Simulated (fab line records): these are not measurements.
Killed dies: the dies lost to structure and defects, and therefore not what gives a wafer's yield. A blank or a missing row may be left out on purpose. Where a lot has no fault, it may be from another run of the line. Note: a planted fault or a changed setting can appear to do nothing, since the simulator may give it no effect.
One fault seen from 3 desks || flow n5-finfet || each desk holds nothing but its own numbers, with what lay behind them at the end

THE METROLOGY DESK
What the gauges read, lot by lot, whatever tool the lot ran on: means of the sampled wafers that have a number. The brackets show how far a lot's mean lies from the usual mean; more than 4 standard deviations puts the lot out of limits, marked OUT.
Columns: A = cd-nm at N5_BEOL_M11_CD_MEAS_28, usual 70.1 nm; B = V10_OVL at N5_BEOL_M11_OVL_MEAS_29, usual -0.1 nm
{"lot": "L428", "first seen here": "day 13 05:40", "A": 70.6, "B": 0.1}
{"lot": "L429", "first seen here": "day 13 12:22", "A": 69.7, "B": -1.0}
{"lot": "L432", "first seen here": "day 14 09:26", "A": 70.3, "B": -0.1}
{"lot": "L436", "first seen here": "day 14 18:55", "A": 70.8, "B": -0.4}
{"lot": "L444", "first seen here": "day 16 15:44", "A": 70.8, "B": 0.6}
{"lot": "L447", "first seen here": "day 18 14:52", "A": 69.6, "B": -0.4}
This desk found nothing out of limits on any of the 6 lots.

TOOL OWNER'S DESK, rie-diel-06
The tool's own readings at N5_BEOL_M11_VIA_ETCH_34 (etches SiCOH lowk in C4F6/O2, target depth 184.5 nm, time 69.2 s): means of the sampled wafers that have a number, for each lot that ran on this tool. The brackets show how far a lot's mean lies from the usual mean; more than 4 standard deviations puts the lot out of limits, marked OUT.
Columns: A = drypump-motor-current-A at N5_BEOL_M11_VIA_ETCH_34, usual 5.8 A; B = oes-product-au at N5_BEOL_M11_VIA_ETCH_34, usual 0.80 a.u.; C = rf-vpp-V at N5_BEOL_M11_VIA_ETCH_34, usual 667 V; D = showerhead-plenum-p-Torr at N5_BEOL_M11_VIA_ETCH_34, usual 2.82 Torr; E = throttle-valve-pct at N5_BEOL_M11_VIA_ETCH_34, usual 20.78 %
{"lot": "L428", "first seen here": "day 13 06:00", "A": 6.2, "B": 0.91, "C": 659, "D": 2.78, "E": 20.75}
{"lot": "L432", "first seen here": "day 14 09:47", "A": 5.9, "B": 0.95, "C": 666, "D": 2.77, "E": 20.84}
{"lot": "L436", "first seen here": "day 14 19:13", "A": 5.5, "B": 0.89, "C": 666, "D": 2.76, "E": 20.74}
This desk found nothing out of limits on any of the 3 lots.

THE DEFECT DESK
Counts from the inspections along the route, per lot, as means over the sampled wafers that have a number. The brackets show how far a lot's mean lies from the usual mean; more than 4 standard deviations puts the lot out of limits, marked OUT.
Columns: A = raw-defect-count at N5_BEOL_M11_INSPECT_30, usual 401
{"lot": "L428", "first seen here": "day 13 05:43", "A": 514}
{"lot": "L429", "first seen here": "day 13 12:25", "A": 475}
{"lot": "L432", "first seen here": "day 14 09:30", "A": 387}
{"lot": "L436", "first seen here": "day 14 18:58", "A": 424}
{"lot": "L444", "first seen here": "day 16 15:47", "A": 441}
{"lot": "L447", "first seen here": "day 18 14:55", "A": 314}
This desk found nothing out of limits on any of the 6 lots.

BROUGHT TOGETHER
Nothing out of limits was seen by the metrology desk.
The desk of the tool owner found nothing out of limits.
Nothing the defect desk looked at was out of limits.

WHAT THE SIMULATOR HAD INSERTED
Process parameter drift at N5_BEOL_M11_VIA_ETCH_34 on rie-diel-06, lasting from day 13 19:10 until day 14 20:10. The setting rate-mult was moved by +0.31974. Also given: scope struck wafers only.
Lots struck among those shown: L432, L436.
